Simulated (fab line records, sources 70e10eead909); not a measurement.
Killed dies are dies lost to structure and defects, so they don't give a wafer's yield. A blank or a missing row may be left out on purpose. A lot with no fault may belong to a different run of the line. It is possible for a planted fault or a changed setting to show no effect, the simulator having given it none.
fab line records	flow nandHarc	part 1 of 2: steps 1 to 4 of 6
[record] lots = 22	wafers = 66	lastDay = 34
route steps=1302 shown A_CHANNEL_HOLE_D2@589 A_CHANNEL_FILL_D2@619 A_STAIRCASE@650
lots untouched by any fault: they come from a run of this same line in which no faults occurred
startH: hours from the record's first day to the start of the lot's first wafer shown	waitH: hours from the lot's prior step to this one	" repeats the value in the row above	L1.1+2: one row covering several wafers at once	- no value, or no start was given	* or withheld: withheld	< > ~ a bound
route shown NAME@n: NAME is a module with steps in the file, n the number in the route of the first one	usual: mean/standard deviation taken from wafers without a fault	same: alike in all rows	chamber/n: place in a boat	sites: readings site by site	_std_site: standard deviation across them	_edge_site: mean of outer sites minus mean of inner sites	radiusMm: how far each site lies from the wafer's centre	mask NAME#n: copy n	behind: the last tool/chamber to shape the wafer	hold: the reason the lot was held/the length of the hold in hours/how it ended	device: whichever transistor did not switch (one of n, p or np)	end of line: tests run on the same wafers once the route is complete	step lacking rows: just its recipe	killed: not the wafer's yield, but the dies lost to structure and defects at the first sort	map: a wafer's dies, marking killed ones x, the rest . and places with no die _
set.NAME: the setting the step ran with; set.NAME@STEP: the setting that earlier step ran with	model.NAME: the simulator's own value behind a step, which no gauge read
the route's steps for a sample of lots (tables are steps, rows are wafers)
services: from which hour (startH, from the record's first day; less than 0 if before it) a tool's chamber was out of use, for how many hours, and why
[[steps]]
[step NHARC_A_CHANNEL_HOLE_D2_ETCH_16]
[recipe] targetDepthA = 31000	overEtchFrac = 0.3	timeS = 806	ionEnergyEv = 150	o2FlowSccm = 400	cosFlowSccm = 20	arFlowSccm = 0	rfW = 500	biasW = 300	chemistry = O2/COS
[usual] drypumpMotorCurrentA = 5.6/0.43	oesProductAu = 0.999/0.0096	rfVppV = 313.9/1.8	showerheadPlenumPTorr = 3.09/0.11	throttleValvePct = 28.330/0.0095
lot.wafer	tool	chamber	startH	waitH	drypumpMotorCurrentA	oesProductAu	rfHoursCounterH	rfVppV	showerheadPlenumPTorr	throttleValvePct
L074.4	rieDiel-01	1	-	-	5.3	0.992	3.0	313.3	3.01	28.326
L074.2	"	3	"	"	6.3	0.985	4.0	315.0	3.21	28.347
L074.5	"	1	"	"	5.3	0.989	-	310.8	3.01	28.328
L075.4	rieDiel-01	0	-	-	5.2	1.004	5.4	312.7	3.05	28.340
L075.2	"	2	"	"	6.0	0.992	5.0	316.3	3.27	28.335
L075.5	"	3	"	"	6.2	1.001	-	314.7	3.21	28.334
L078.1	rieDiel-01	2	-	-	6.0	1.000	6.2	315.9	3.27	28.327
L078.3	"	0	"	"	5.2	1.004	7.3	312.9	3.05	28.347
L078.5	"	1	"	"	5.3	1.012	-	312.1	3.01	28.329
L077.4	rieDiel-06	3	-	-	6.2	0.998	0.4	312.9	3.07	28.322
L077.1	"	0	"	"	4.7	1.005	0.3	314.2	3.03	28.308
L077.6	"	0	"	"	4.7	0.989	-	314.2	3.03	28.335
L076.2	rieDiel-10	0	-	-	6.0	1.000	4.4	317.7	3.29	28.337
L076.1	"	1	"	"	5.5	1.023	4.0	316.8	3.27	28.332
L076.6	"	1	"	"	5.5	1.015	-	315.2	3.27	28.326
L080.4	rieDiel-10	3	-	-	5.6	1.000	7.0	310.4	2.96	28.323
L080.2	"	2	"	"	5.4	0.984	6.7	313.7	3.09	28.345
L080.5	"	0	"	"	6.0	1.004	-	317.1	3.29	28.312
L082.4	rieDiel-01	0	-	-	5.2	0.997	9.4	311.7	3.05	28.323
L082.1	"	1	"	"	5.3	0.997	7.2	314.5	3.00	28.330
L082.3	"	2	"	"	6.0	0.994	8.2	315.9	3.27	28.332
L081.4	rieDiel-06	0	-	-	4.7	0.985	3.0	313.8	3.03	28.347
L081.2	"	1	"	"	5.7	1.013	2.9	312.3	2.99	28.319
L081.5	"	3	"	"	6.1	0.999	-	313.7	3.07	28.349
L084.3	rieDiel-10	2	-	-	5.4	0.988	8.7	314.2	3.09	28.329
L084.4	"	0	"	"	6.0	0.996	9.1	317.3	3.29	28.322
L084.5	"	2	"	"	5.4	0.994	-	313.5	3.09	28.322
L083.4	rieDiel-01	0	-	-	5.2	0.997	0.2	314.1	3.05	28.321
L083.3	"	1	"	"	5.3	1.003	0.4	315.0	3.00	28.329
L083.2	"	2	"	"	6.0	0.982	0.4	318.2	3.27	28.353
L085.1	rieDiel-06	1	-	-	5.7	0.991	4.7	312.0	2.99	28.337
L085.2	"	2	"	"	5.5	0.999	4.8	313.9	3.00	28.319
L085.6	"	3	"	"	6.2	0.988	-	311.5	3.07	28.341
L086.3	rieDiel-06	0	-	-	4.7	0.992	5.0	313.0	3.02	28.344
L086.6	"	1	"	"	5.8	0.985	-	312.6	2.98	28.333
L086.5	"	2	"	"	5.4	0.992	-	313.7	3.00	28.338
L087.2	rieDiel-06	3	-	-	6.2	0.995	6.7	311.8	3.07	28.330
L087.4	"	0	"	"	4.7	0.994	5.8	313.5	3.02	28.321
L087.6	"	0	"	"	4.8	1.003	-	311.7	3.02	28.344
L088.4	rieDiel-06	2	-	-	5.5	0.994	7.4	312.0	3.00	28.327
L088.2	"	3	"	"	6.2	0.996	7.7	312.9	3.07	28.331
L088.3	"	1	"	"	5.8	0.997	7.4	313.3	2.98	28.327
L089.3	rieDiel-01	1	-	-	5.3	1.005	2.8	311.0	3.00	28.341
L089.4	"	2	"	"	6.0	1.002	2.9	315.9	3.27	28.334
L089.6	"	0	"	"	5.2	1.001	-	312.1	3.05	28.340
L090.4	rieDiel-06	1	-	-	5.7	0.990	8.7	314.5	2.98	28.325
L090.6	"	1	"	"	5.8	0.998	-	312.6	2.98	28.335
L090.5	"	2	"	"	5.5	1.000	-	313.5	3.00	28.339
L091.3	rieDiel-01	0	-	-	5.2	0.984	4.0	313.2	3.05	28.332
L091.1	"	1	"	"	5.3	1.003	3.9	313.0	3.00	28.336
L091.5	"	3	"	"	6.2	0.985	-	315.6	3.20	28.332
L092.1	rieDiel-10	0	-	-	6.0	1.030	2.8	315.6	3.29	28.323
L092.4	"	2	"	"	5.4	1.022	3.4	314.9	3.09	28.334
L092.5	"	0	"	"	6.0	1.017	-	315.8	3.29	28.330
L093.2	rieDiel-10	1	-	-	5.5	1.003	4.5	316.8	3.27	28.326
L093.4	"	0	"	"	6.0	1.031	4.2	317.4	3.29	28.330
L093.5	"	1	"	"	5.5	1.003	-	316.4	3.27	28.332
L094.2	rieDiel-06	0	-	-	4.7	0.994	0.9	313.0	3.02	28.327
L094.5	"	0	"	"	4.7	0.987	-	312.2	3.02	28.318
L094.4	"	2	"	"	5.5	0.995	-	312.7	2.99	28.319
L096.4	rieDiel-10	0	-	-	6.0	1.004	5.6	316.3	3.29	28.321
L096.2	"	1	"	"	5.5	0.995	6.5	316.5	3.26	28.340
L096.5	"	2	"	"	5.4	1.006	-	314.3	3.09	28.311
L097.2	rieDiel-01	2	-	-	6.0	0.990	8.9	315.8	3.26	28.327
L097.1	"	0	"	"	5.2	0.986	6.7	313.2	3.04	28.313
L097.5	"	2	"	"	6.0	0.996	-	316.0	3.26	28.335
[step NHARC_A_CHANNEL_HOLE_D2_ETCH_19]
[recipe] biasV = 1200	sourceW = 2500	pressureMtorr = 15	timeS = 34.5	arFlowSccm = 375	c4f8FlowSccm = 28.8	o2FlowSccm = 96.2	tempC = -20	targetDepthA = *	chemistry = C4F8/O2/Ar
[usual] drypumpMotorCurrentA = 6.0/0.73	showerheadPlenumPTorr = 3.70/0.16	throttleValvePct = 37.038/0.0087
lot.wafer	tool	chamber	startH	waitH	drypumpMotorCurrentA	rfHoursCounterH	showerheadPlenumPTorr	throttleValvePct
L074.2	harEtch-02	0	290.93	1.6	6.7	354	3.51	37.009
L074.4	"	0	"	"	6.7	-	3.51	37.029
L074.5	"	0	"	"	6.7	-	3.51	37.045
L075.2	harEtch-01	0	299.78	0.1	5.9	156	3.73	37.026
L075.4	"	1	"	"	6.6	-	3.52	37.028
L075.5	"	0	"	"	5.9	-	3.73	37.043
L078.1	harEtch-01	1	322.06	0.1	6.5	164	3.52	37.033
L078.3	"	1	"	"	6.6	-	3.52	37.039
L078.5	"	0	"	"	5.9	-	3.73	37.042
L077.1	harEtch-02	0	326.03	2.9	6.7	370	3.50	37.041
L077.4	"	0	"	"	6.7	-	3.50	37.035
L077.6	"	1	"	"	4.9	-	3.77	37.046
L076.2	harEtch-01	0	326.22	2.3	5.9	168	3.73	37.034
L076.1	"	1	"	"	6.6	168	3.52	37.040
L076.6	"	0	"	"	5.9	-	3.73	37.022
L080.2	harEtch-02	0	351.30	0.1	6.7	385	3.49	37.038
L080.4	"	0	"	"	6.7	-	3.49	37.040
L080.5	"	0	"	"	6.7	-	3.49	37.050
L082.1	harEtch-02	1	365.20	0.1	4.9	393	3.76	37.049
L082.3	"	0	"	"	6.7	-	3.49	37.025
L082.4	"	1	"	"	4.9	-	3.76	37.020
L081.2	harEtch-01	0	367.00	0.1	5.9	194	3.71	37.048
L081.4	"	0	"	"	5.8	-	3.71	37.037
L081.5	"	0	"	"	5.9	-	3.71	37.032
L083.2	harEtch-01	1	395.83	4.1	6.6	210	3.50	37.029
L083.3	"	1	"	"	6.6	-	3.50	37.032
L083.4	"	0	"	"	5.9	-	3.70	37.037
L084.4	harEtch-02	0	395.83	4.2	6.7	-	3.99	37.034
L084.3	"	1	"	"	5.0	-	3.75	37.048
L084.5	"	1	"	"	4.9	-	3.75	37.040
L085.1	harEtch-02	0	399.92	6.4	6.7	4	3.98	37.040
L085.2	"	1	"	"	4.9	4	3.75	37.047
L085.6	"	0	"	"	6.7	-	3.98	37.045
L086.3	harEtch-01	0	408.67	0.1	5.8	-	3.70	37.024
L086.6	"	0	"	"	5.8	-	3.70	37.047
L086.5	"	1	"	"	6.6	-	3.49	37.038
L087.2	harEtch-01	1	423.83	0.1	6.6	229	3.49	37.035
L087.4	"	0	"	"	5.9	-	3.69	37.037
L087.6	"	1	"	"	6.6	-	3.49	37.034
L088.2	harEtch-01	0	433.60	0.1	5.9	233	3.69	37.035
L088.3	"	0	"	"	5.9	-	3.69	37.032
L088.4	"	1	"	"	6.6	-	3.48	37.013
L089.3	harEtch-02	1	434.78	0.1	4.9	-	3.73	37.038
L089.4	"	0	"	"	6.7	-	3.97	37.044
L089.6	"	1	"	"	4.9	-	3.73	37.028
L090.4	harEtch-02	0	456.70	0.1	6.7	-	3.96	37.040
L090.5	"	1	"	"	4.9	-	3.73	37.029
L090.6	"	0	"	"	6.7	-	3.96	37.034
L091.1	harEtch-01	1	465.97	0.3	6.5	252	3.47	37.039
L091.3	"	0	"	"	5.9	-	3.68	37.042
L091.5	"	1	"	"	6.5	-	3.47	37.032
L092.1	harEtch-02	0	467.50	1.7	6.7	46	3.96	37.035
L092.4	"	1	"	"	5.0	-	3.72	37.043
L092.5	"	0	"	"	6.7	-	3.96	37.042
L093.2	harEtch-02	0	491.76	5.7	6.7	60	3.95	37.051
L093.4	"	1	"	"	4.9	-	3.72	37.043
L093.5	"	1	"	"	4.9	-	3.72	37.035
L094.2	harEtch-02	0	501.23	0.1	6.7	68	3.95	37.036
L094.4	"	1	"	"	4.9	-	3.71	37.046
L094.5	"	0	"	"	6.7	-	3.94	37.051
L096.2	harEtch-02	1	516.09	0.7	4.9	76	3.71	37.043
L096.4	"	0	"	"	6.7	-	3.94	37.044
L096.5	"	0	"	"	6.7	-	3.94	37.044
L097.1	harEtch-02	0	528.07	0.7	6.7	84	3.94	37.045
L097.2	"	1	"	"	4.9	84	3.70	37.024
L097.5	"	0	"	"	6.7	-	3.94	37.037
[step NHARC_A_CHANNEL_FILL_D2_ETCHBACK_19]
[recipe] targetDepthA = 50	timeS = 1.7	hbrFlowSccm = 150	cl2FlowSccm = 50	rfW = 400	icpW = 400	biasW = 100	chemistry = HBr/Cl2
[usual] drypumpMotorCurrentA = 5.8/0.49	oesProductAu = 0.999/0.014	throttleValvePct = 26.407/0.0087
lot.wafer	tool	chamber	startH	waitH	drypumpMotorCurrentA	oesProductAu	rfHoursCounterH	throttleValvePct
L074.4	rieSi-01	1	321.43	0.4	6.6	1.002	0.7	26.410
L074.2	"	0	"	"	5.8	0.981	0.8	26.418
L074.5	"	1	"	"	6.6	1.000	-	26.403
L075.2	rieSi-01	1	329.82	0.4	6.6	1.003	0.8	26.408
L075.4	"	3	"	"	5.9	0.989	0.7	26.405
L075.5	"	1	"	"	6.6	0.995	-	26.407
L078.1	rieSi-05	1	352.86	0.4	5.4	1.000	0.3	26.399
L078.3	"	2	"	"	5.9	0.985	0.3	26.420
L078.5	"	1	"	"	5.4	0.999	-	26.407
L077.1	rieSi-05	1	356.67	0.4	5.4	0.987	0.3	26.412
L077.4	"	2	"	"	5.8	0.983	0.3	26.400
L077.6	"	2	"	"	5.9	0.989	-	26.399
L076.1	rieSi-01	1	356.67	0.4	6.7	0.977	1.0	26.401
L076.2	"	0	"	"	5.9	0.981	1.1	26.390
L076.6	"	1	"	"	6.7	0.993	-	26.394
L080.2	rieSi-05	0	382.56	0.4	6.0	1.006	0.3	26.418
L080.4	"	1	"	"	5.4	0.997	0.5	26.408
L080.5	"	2	"	"	5.9	0.997	-	26.408
L082.1	rieSi-01	1	396.67	0.4	6.6	0.998	0.1	26.400
L082.3	"	2	"	"	4.9	1.013	0.1	26.412
L082.4	"	3	"	"	5.8	0.987	0.1	26.422
L081.4	rieSi-04	0	396.67	0.4	6.4	1.001	0.4	26.405
L081.2	"	2	"	"	5.4	1.005	0.3	26.420
L081.5	"	0	"	"	6.4	1.005	-	26.417
L083.2	rieSi-01	3	428.96	0.4	5.8	0.980	0.2	26.412
L083.4	"	0	"	"	5.9	0.973	0.1	26.411
L083.3	"	1	"	"	6.6	1.001	0.2	26.397
L084.3	rieSi-05	1	428.97	0.4	5.4	1.003	0.7	26.405
L084.4	"	2	"	"	5.9	0.983	0.8	26.386
L084.5	"	0	"	"	6.0	1.004	-	26.402
L085.1	rieSi-04	1	428.98	0.4	5.6	1.009	0.5	26.409
L085.2	"	2	"	"	5.4	0.998	0.4	26.395
L085.6	"	3	"	"	6.0	1.024	-	26.410
L086.3	rieSi-01	0	438.61	0.4	5.8	0.973	0.2	26.401
L086.6	"	0	"	"	5.9	0.972	-	26.408
L086.5	"	1	"	"	6.6	1.003	-	26.393
L087.4	rieSi-05	0	457.38	0.4	6.0	1.005	0.8	26.407
L087.2	"	3	"	"	5.3	1.023	1.0	26.408
L087.6	"	1	"	"	5.4	1.000	-	26.416
L088.3	rieSi-05	0	463.04	0.4	6.0	1.019	0.8	26.412
L088.4	"	1	"	"	5.4	1.007	0.9	26.406
L088.2	"	2	"	"	5.9	0.987	1.0	26.406
L089.4	rieSi-01	1	469.63	0.4	6.6	0.999	0.4	26.404
L089.3	"	2	"	"	4.9	1.002	0.5	26.400
L089.6	"	0	"	"	5.9	0.986	-	26.422
L090.4	rieSi-01	2	486.92	0.4	4.9	1.000	0.6	26.391
L090.6	"	3	"	"	5.8	0.993	-	26.424
L090.5	"	0	"	"	5.8	0.978	-	26.395
L091.1	rieSi-05	2	495.52	0.4	5.9	0.999	0.0	26.399
L091.3	"	0	"	"	6.1	0.999	0.1	26.402
L091.5	"	2	"	"	5.9	0.993	-	26.406
L092.1	rieSi-04	0	495.52	0.4	6.4	0.988	1.1	26.410
L092.5	"	2	"	"	5.4	0.993	-	26.408
L092.4	"	3	"	"	6.0	1.027	-	26.407
L093.4	rieSi-01	0	523.50	0.4	5.9	0.982	0.7	26.404
L093.2	"	1	"	"	6.6	0.996	0.7	26.418
L093.5	"	3	"	"	5.8	0.994	-	26.412
L094.2	rieSi-05	2	531.30	0.4	5.9	0.995	0.3	26.418
L094.4	"	0	"	"	6.1	0.995	0.3	26.407
L094.5	"	1	"	"	5.4	0.997	-	26.430
L096.4	rieSi-04	3	546.14	0.4	6.0	1.016	0.1	26.405
L096.2	"	1	"	"	5.7	1.026	0.2	26.411
L096.5	"	0	"	"	6.4	0.996	-	26.397
L097.2	rieSi-05	3	559.05	0.4	5.3	1.002	0.4	26.389
L097.1	"	2	"	"	5.9	0.989	0.4	26.411
L097.5	"	3	"	"	5.3	1.008	-	26.418
[step NHARC_A_CHANNEL_FILL_D2_STRIP_28]
[recipe] timeS = 20	o2FlowSccm = 500	arFlowSccm = 0	biasW = 0	chemistry = O2
[usual] drypumpMotorCurrentA = 5.7/0.45	oesProductAu = 0.999/0.0093	rfVppV = 57.7/0.91	showerheadPlenumPTorr = 3.52/0.12	throttleValvePct = 17.037/0.0096
lot.wafer	tool	chamber	startH	waitH	drypumpMotorCurrentA	oesProductAu	rfHoursCounterH	rfVppV	showerheadPlenumPTorr	throttleValvePct
L074.2	rieDiel-08	0	321.66	0.1	5.7	1.010	3	58.0	3.65	17.041
L074.4	"	1	"	"	5.7	1.012	3	58.5	3.53	17.036
L074.5	"	3	"	"	6.1	1.004	-	57.1	3.56	17.050
L075.2	rieDiel-11	0	330.03	0.1	5.5	0.998	2	56.1	3.42	17.051
L075.4	"	2	"	"	5.1	0.997	1	55.7	3.51	17.056
L075.5	"	3	"	"	6.0	0.984	-	56.9	3.42	17.032
L078.3	rieDiel-11	3	353.07	0.1	6.0	1.003	2	57.0	3.41	17.041
L078.1	"	1	"	"	6.4	0.991	2	58.3	3.73	17.047
L078.5	"	3	"	"	6.0	0.993	-	58.8	3.41	17.058
L076.2	rieDiel-11	2	356.89	0.1	5.1	1.007	2	57.4	3.51	17.031
L076.1	"	0	"	"	5.5	1.002	2	55.0	3.42	17.055
L076.6	"	2	"	"	5.1	1.014	-	59.0	3.51	17.043
L077.4	rieDiel-08	0	356.89	0.1	5.7	1.009	4	59.5	3.65	17.043
L077.1	"	1	"	"	5.6	0.989	4	57.4	3.53	17.029
L077.6	"	2	"	"	5.1	1.016	-	57.2	3.34	17.019
L080.2	rieDiel-11	0	382.75	0.1	5.5	1.013	3	57.9	3.41	17.041
L080.4	"	3	"	"	6.0	1.004	2	58.5	3.41	17.035
L080.5	"	1	"	"	6.4	0.993	-	57.2	3.73	17.024
L082.1	rieDiel-08	2	396.88	0.1	5.1	1.001	0	55.5	3.34	17.040
L082.3	"	0	"	"	5.7	0.992	0	58.7	3.65	17.029
L082.4	"	1	"	"	5.7	1.004	0	57.6	3.53	17.045
L081.4	rieDiel-11	0	396.88	0.1	5.4	0.998	3	58.0	3.42	17.020
L081.2	"	1	"	"	6.4	0.987	3	58.2	3.73	17.022
L081.5	"	2	"	"	5.0	1.011	-	58.0	3.51	17.048
L083.2	rieDiel-08	1	429.18	0.1	5.7	0.998	2	57.7	3.53	17.043
L083.4	"	2	"	"	5.1	0.982	2	58.9	3.34	17.043
L083.3	"	0	"	"	5.7	0.987	2	58.0	3.65	17.045
L084.4	rieDiel-04	2	429.18	0.1	6.3	1.002	13	56.4	3.63	17.031
L084.3	"	3	"	"	5.5	1.005	13	58.0	3.59	17.049
L084.5	"	1	"	"	5.6	1.002	-	56.4	3.45	17.055
L085.1	rieDiel-11	1	429.34	0.2	6.4	0.995	4	57.0	3.72	17.047
L085.2	"	1	"	"	6.4	1.005	-	59.5	3.73	17.046
L085.6	"	1	"	"	6.4	1.012	-	59.6	3.72	17.032
L086.3	rieDiel-08	2	438.84	0.1	5.2	0.978	2	57.3	3.34	17.041
L086.5	"	3	"	"	6.2	0.983	-	57.4	3.56	17.035
L086.6	"	0	"	"	5.7	0.993	-	57.9	3.65	17.040
L087.2	rieDiel-04	2	457.64	0.1	6.3	0.982	19	57.4	3.63	17.040
L087.4	"	0	"	"	5.6	0.994	-	57.3	3.33	17.036
L087.6	"	1	"	"	5.6	0.992	-	59.9	3.44	17.042
L088.3	rieDiel-11	1	463.25	0.1	6.4	1.015	0	56.8	3.73	17.029
L088.4	"	3	"	"	6.0	1.008	0	58.8	3.41	17.031
L088.2	"	0	"	"	5.4	1.005	0	57.6	3.41	17.038
L089.3	rieDiel-11	2	469.85	0.1	5.1	0.993	0	58.0	3.51	17.032
L089.6	"	1	"	"	6.4	0.999	-	58.5	3.72	17.007
L089.4	"	2	"	"	5.0	0.974	-	57.6	3.51	17.030
L090.4	rieDiel-11	1	487.10	0.1	6.4	0.997	1	57.3	3.72	17.028
L090.5	"	1	"	"	6.4	1.006	-	58.2	3.72	17.053
L090.6	"	2	"	"	5.1	0.988	-	58.3	3.51	17.026
L091.3	rieDiel-08	0	495.75	0.1	5.7	0.995	4	57.4	3.65	17.048
L091.1	"	3	"	"	6.2	0.999	4	57.7	3.55	17.035
L091.5	"	3	"	"	6.1	0.995	-	58.9	3.55	17.038
L092.1	rieDiel-04	2	495.76	0.1	6.2	0.993	25	57.3	3.62	17.035
L092.4	"	0	"	"	5.6	1.007	24	57.8	3.33	17.031
L092.5	"	3	"	"	5.5	1.009	-	58.4	3.59	17.048
L093.4	rieDiel-11	0	523.70	0.1	5.4	1.005	2	57.5	3.41	17.030
L093.2	"	1	"	"	6.4	0.989	2	57.1	3.72	17.053
L093.5	"	1	"	"	6.4	1.001	-	58.5	3.72	17.032
L094.2	rieDiel-11	3	531.50	0.1	6.0	1.000	2	58.0	3.41	17.034
L094.4	"	2	"	"	5.1	0.989	2	58.6	3.50	17.021
L094.5	"	3	"	"	6.0	0.997	-	56.2	3.41	17.019
L096.4	rieDiel-11	0	546.36	0.1	5.4	1.011	3	56.4	3.41	17.035
L096.2	"	2	"	"	5.1	0.994	2	56.8	3.50	17.047
L096.5	"	3	"	"	6.0	1.002	-	57.3	3.41	17.037
L097.1	rieDiel-04	0	559.27	0.1	5.6	1.012	3	57.2	3.33	17.039
L097.2	"	3	"	"	5.5	1.024	3	57.7	3.58	17.023
L097.5	"	0	"	"	5.6	1.007	-	57.2	3.33	17.046
